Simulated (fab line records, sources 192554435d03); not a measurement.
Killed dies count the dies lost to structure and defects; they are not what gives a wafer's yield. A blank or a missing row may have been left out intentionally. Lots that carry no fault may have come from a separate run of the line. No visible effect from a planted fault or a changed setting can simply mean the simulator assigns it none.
Matching of chambers -- flow n5_finfet -- N5_BEOL_M13_ILD_DEP_00 on pecvd-02 has 3 sister chambers
The step deposits SiOC from DEMS/O2, target thk 837.92 nm, time 166.4 s. 22 wafers are shown with their chamber, then 11 later ones without.

== WAFERS PAIRED WITH THEIR CHAMBERS ==
wafer,chamber,throttle_valve_pct (%),heater_power_w (W),chamber_pressure_Torr (Torr)
L075.3,2,11.1,395,4.997
L075.4,1,12.4,472,4.973
L075.6,0,11.8,509,5.001
L078.1,1,12.6,492,4.999
L078.3,2,10.9,444,5.019
L078.6,2,11.0,358,4.994
L079.1,1,12.5,492,4.996
L079.3,2,11.1,378,4.996
L079.5,0,11.9,405,4.975
L082.1,0,12.0,448,4.993
L082.2,1,12.7,407,4.987
L082.3,2,11.2,457,5.010
L083.3,1,12.6,475,5.018
L083.4,0,11.9,477,4.989
L083.5,2,10.9,360,4.980
L086.2,2,10.8,360,4.989
L086.3,1,12.4,433,5.002
L086.5,2,11.1,396,4.981
L085.2,2,11.0,363,5.010
L085.4,2,10.7,404,5.012
L085.5,0,11.9,506,4.988
L089.1,2,11.0,397,5.008

SIGNATURES, as means of the wafers listed above
reading,chamber 0,chamber 1,chamber 2,scatter within a chamber
throttle_valve_pct,11.900,12.533,10.982,0.128
heater_power_w,469.00,461.83,392.00,36.2
chamber_pressure_Torr,4.98920,4.99583,4.99964,0.013
Rule: for each reading, subtract the chamber's mean from the wafer's reading, divide by that reading's scatter and square the result; add these up over the readings and take the root, which gives the wafer's distance from the chamber. If the next closest chamber is less than 2 further off than the closest, the wafer can't be placed; otherwise it belongs to the closest. How the scatter is found: for the shown wafers, subtract from each reading the mean of its chamber, square and add these, divide the total by (wafers less chambers), then take the root.

== WAFERS WHOSE CHAMBER IS MISSING ==
wafer,throttle_valve_pct (%),heater_power_w (W),chamber_pressure_Torr (Torr)
L089.5,11.6,518,4.995
L089.6,10.9,424,4.999
L092.1,12.3,485,5.006
L092.3,11.3,465,5.008
L092.4,12.0,411,4.987
L094.1,11.9,436,5.014
L094.2,10.8,394,4.974
L094.3,12.6,433,5.009
L095.2,11.1,433,5.016
L095.3,12.2,424,4.994
L095.5,12.4,449,5.008

== THE CHAMBER EACH PASSED THROUGH ==
wafer,from the rows above,in truth
L089.5,0,0
L089.6,2,2
L092.1,can't be placed: 1 or 0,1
L092.3,can't be placed: 2 or 0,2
L092.4,0,0
L094.1,0,0
L094.2,2,2
L094.3,1,1
L095.2,2,2
L095.3,can't be placed: 0 or 1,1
L095.5,1,1
Placed correctly: 8 of 11. Can't be placed from these rows: 3 (the true chamber is among the candidates in 3). Number placed wrongly: 0.
